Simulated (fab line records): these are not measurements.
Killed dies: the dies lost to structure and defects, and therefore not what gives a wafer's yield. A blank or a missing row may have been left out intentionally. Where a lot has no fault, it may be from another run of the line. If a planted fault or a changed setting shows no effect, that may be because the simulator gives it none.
Matching of chambers || flow nandHarc || 4 sister chambers for NHARC_A_STAIRCASE_ETCHBACK_157 on rieDiel-09
The step etches the open film in CH3F/O2, target depth 90 nm, time 167.14 s. 14 wafers are shown with their chamber, then 7 later ones without.

== WAFERS, EACH WITH ITS CHAMBER ==
{"wafer": "L076.1", "chamber": 3, "drypumpMotorCurrentA (A)": 6.6, "showerheadPlenumPTorr (Torr)": 2.55, "rfVppV (V)": 244.3}
{"wafer": "L076.5", "chamber": 2, "drypumpMotorCurrentA (A)": 5.5, "showerheadPlenumPTorr (Torr)": 2.49, "rfVppV (V)": 245.2}
{"wafer": "L076.6", "chamber": 3, "drypumpMotorCurrentA (A)": 6.6, "showerheadPlenumPTorr (Torr)": 2.54, "rfVppV (V)": 246.4}
{"wafer": "L077.1", "chamber": 1, "drypumpMotorCurrentA (A)": 5.5, "showerheadPlenumPTorr (Torr)": 2.55, "rfVppV (V)": 247.4}
{"wafer": "L077.5", "chamber": 0, "drypumpMotorCurrentA (A)": 5.3, "showerheadPlenumPTorr (Torr)": 2.45, "rfVppV (V)": 245.0}
{"wafer": "L077.6", "chamber": 3, "drypumpMotorCurrentA (A)": 6.7, "showerheadPlenumPTorr (Torr)": 2.54, "rfVppV (V)": 246.4}
{"wafer": "L086.1", "chamber": 3, "drypumpMotorCurrentA (A)": 6.6, "showerheadPlenumPTorr (Torr)": 2.53, "rfVppV (V)": 245.4}
{"wafer": "L086.2", "chamber": 0, "drypumpMotorCurrentA (A)": 5.3, "showerheadPlenumPTorr (Torr)": 2.44, "rfVppV (V)": 246.0}
{"wafer": "L086.5", "chamber": 2, "drypumpMotorCurrentA (A)": 5.5, "showerheadPlenumPTorr (Torr)": 2.48, "rfVppV (V)": 244.4}
{"wafer": "L090.1", "chamber": 2, "drypumpMotorCurrentA (A)": 5.5, "showerheadPlenumPTorr (Torr)": 2.48, "rfVppV (V)": 244.8}
{"wafer": "L090.3", "chamber": 3, "drypumpMotorCurrentA (A)": 6.6, "showerheadPlenumPTorr (Torr)": 2.53, "rfVppV (V)": 244.8}
{"wafer": "L090.4", "chamber": 1, "drypumpMotorCurrentA (A)": 5.6, "showerheadPlenumPTorr (Torr)": 2.54, "rfVppV (V)": 245.8}
{"wafer": "L091.1", "chamber": 1, "drypumpMotorCurrentA (A)": 5.6, "showerheadPlenumPTorr (Torr)": 2.54, "rfVppV (V)": 245.2}
{"wafer": "L091.3", "chamber": 0, "drypumpMotorCurrentA (A)": 5.3, "showerheadPlenumPTorr (Torr)": 2.43, "rfVppV (V)": 245.5}

SIGNATURES, as means of the wafers listed above
{"reading": "drypumpMotorCurrentA", "chamber 0": 5.300, "chamber 1": 5.567, "chamber 2": 5.500, "chamber 3": 6.620, "scatter within a chamber": 0.0383}
{"reading": "showerheadPlenumPTorr", "chamber 0": 2.4400, "chamber 1": 2.5433, "chamber 2": 2.4833, "chamber 3": 2.5380, "scatter within a chamber": 0.00783}
{"reading": "rfVppV", "chamber 0": 245.500, "chamber 1": 246.133, "chamber 2": 244.800, "chamber 3": 245.460, "scatter within a chamber": 0.834}
Rule: a wafer lies at a distance from a chamber equal to the root of the sum of squares, over the readings, of (its reading less the chamber's mean, divided by the reading's scatter). The wafer belongs to the nearest chamber; if the next one is less than 2 further off, it can't be placed. The scatter is the square root of a quotient: the sum, over the shown wafers, of each reading's squared deviation from its chamber's mean, divided by wafers minus chambers.

== WAFERS WITHOUT THEIR CHAMBER ==
{"wafer": "L091.5", "drypumpMotorCurrentA (A)": 5.5, "showerheadPlenumPTorr (Torr)": 2.47, "rfVppV (V)": 243.6}
{"wafer": "L092.1", "drypumpMotorCurrentA (A)": 5.5, "showerheadPlenumPTorr (Torr)": 2.47, "rfVppV (V)": 242.9}
{"wafer": "L092.2", "drypumpMotorCurrentA (A)": 5.3, "showerheadPlenumPTorr (Torr)": 2.43, "rfVppV (V)": 246.2}
{"wafer": "L092.4", "drypumpMotorCurrentA (A)": 6.6, "showerheadPlenumPTorr (Torr)": 2.52, "rfVppV (V)": 245.2}
{"wafer": "L097.1", "drypumpMotorCurrentA (A)": 5.4, "showerheadPlenumPTorr (Torr)": 2.43, "rfVppV (V)": 244.1}
{"wafer": "L097.5", "drypumpMotorCurrentA (A)": 5.6, "showerheadPlenumPTorr (Torr)": 2.53, "rfVppV (V)": 244.8}
{"wafer": "L097.6", "drypumpMotorCurrentA (A)": 5.4, "showerheadPlenumPTorr (Torr)": 2.43, "rfVppV (V)": 243.5}

== WHICH CHAMBER EACH WENT THROUGH ==
{"wafer": "L091.5", "from the rows above": 2, "in truth": 2}
{"wafer": "L092.1", "from the rows above": 2, "in truth": 2}
{"wafer": "L092.2", "from the rows above": 0, "in truth": 0}
{"wafer": "L092.4", "from the rows above": 3, "in truth": 3}
{"wafer": "L097.1", "from the rows above": 0, "in truth": 0}
{"wafer": "L097.5", "from the rows above": 1, "in truth": 1}
{"wafer": "L097.6", "from the rows above": 0, "in truth": 0}
Correctly placed: 7 of 7. From these rows, 0 cannot be placed. 0 placed wrongly.
